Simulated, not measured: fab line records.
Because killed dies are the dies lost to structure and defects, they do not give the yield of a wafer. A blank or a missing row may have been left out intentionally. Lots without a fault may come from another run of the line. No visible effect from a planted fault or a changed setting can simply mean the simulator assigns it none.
Matching of chambers    flow n5-finfet    rie-diel-03 running N5_BEOL_M14_ETCH_67: 4 sister chambers
The step etches SiARC in CF4, target depth 143 nm, time 238.3 s. 22 wafers are shown with their chamber, then 11 later ones without.

## WAFERS, EACH WITH ITS CHAMBER
wafer   chamber  showerhead-plenum-p-Torr (Torr)  throttle-valve-pct (%)  drypump-motor-current-A (A)
L074.2  2        2.06                             15.61                   5.2
L074.3  3        2.12                             15.86                   5.3
L074.5  2        2.06                             15.60                   5.2
L075.3  2        2.06                             15.61                   5.2
L075.5  0        2.26                             15.35                   5.5
L075.6  2        2.06                             15.63                   5.2
L077.3  2        2.06                             15.63                   5.2
L077.4  1        2.07                             16.01                   6.0
L077.6  1        2.07                             16.00                   6.0
L078.1  1        2.07                             16.00                   6.0
L078.3  2        2.06                             15.63                   5.2
L078.5  2        2.06                             15.63                   5.3
L080.2  0        2.26                             15.37                   5.5
L080.3  2        2.05                             15.64                   5.2
L080.4  1        2.07                             16.02                   6.1
L081.1  2        2.05                             15.65                   5.2
L081.2  1        2.07                             16.03                   6.0
L081.6  3        2.12                             15.89                   5.3
L084.4  2        2.05                             15.66                   5.2
L084.5  2        2.05                             15.65                   5.2
L084.6  3        2.12                             15.91                   5.4
L085.1  2        2.05                             15.66                   5.2

SIGNATURES, as means of the wafers listed above
reading                   chamber 0  chamber 1  chamber 2  chamber 3  scatter within a chamber
showerhead-plenum-p-Torr  2.2600     2.0700     2.0558     2.1200     0.00403
throttle-valve-pct        15.3600    16.0120    15.6333    15.8867    0.0189
drypump-motor-current-A   5.500      6.020      5.208      5.333      0.0364
Rule: a wafer lies at a distance from a chamber equal to the root of the sum of squares, over the readings, of (its reading less the chamber's mean, divided by the reading's scatter). If the next closest chamber is less than 2 further off than the closest, the wafer can't be placed; otherwise it belongs to the closest. The scatter: the root of (the sum of the squares of (reading less its chamber's mean) over the shown wafers, divided by (wafers less chambers)).

## WAFERS WITH NO CHAMBER GIVEN
wafer   showerhead-plenum-p-Torr (Torr)  throttle-valve-pct (%)  drypump-motor-current-A (A)
L085.4  2.06                             16.04                   6.0
L085.5  2.05                             15.67                   5.2
L087.2  2.05                             15.69                   5.2
L087.4  2.06                             16.06                   6.0
L087.5  2.05                             15.67                   5.2
L089.2  2.11                             15.44                   5.3
L089.4  2.25                             15.41                   5.5
L089.5  2.05                             15.68                   5.1
L096.2  2.04                             15.74                   5.2
L096.3  2.24                             15.43                   5.5
L096.6  2.11                             15.46                   5.4

## EACH ONE'S CHAMBER
wafer    from the rows above   in truth
L085.4   1                     1
L085.5   2                     2
L087.2   2                     2
L087.4   1                     1
L087.5   2                     2
L089.2   2                     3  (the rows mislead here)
L089.4   0                     0
L089.5   2                     2
L096.2   2                     2
L096.3   0                     0
L096.6   2                     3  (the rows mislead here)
Placed correctly: 9 of 11. Not placeable from these rows: 0. 2 placed wrongly.
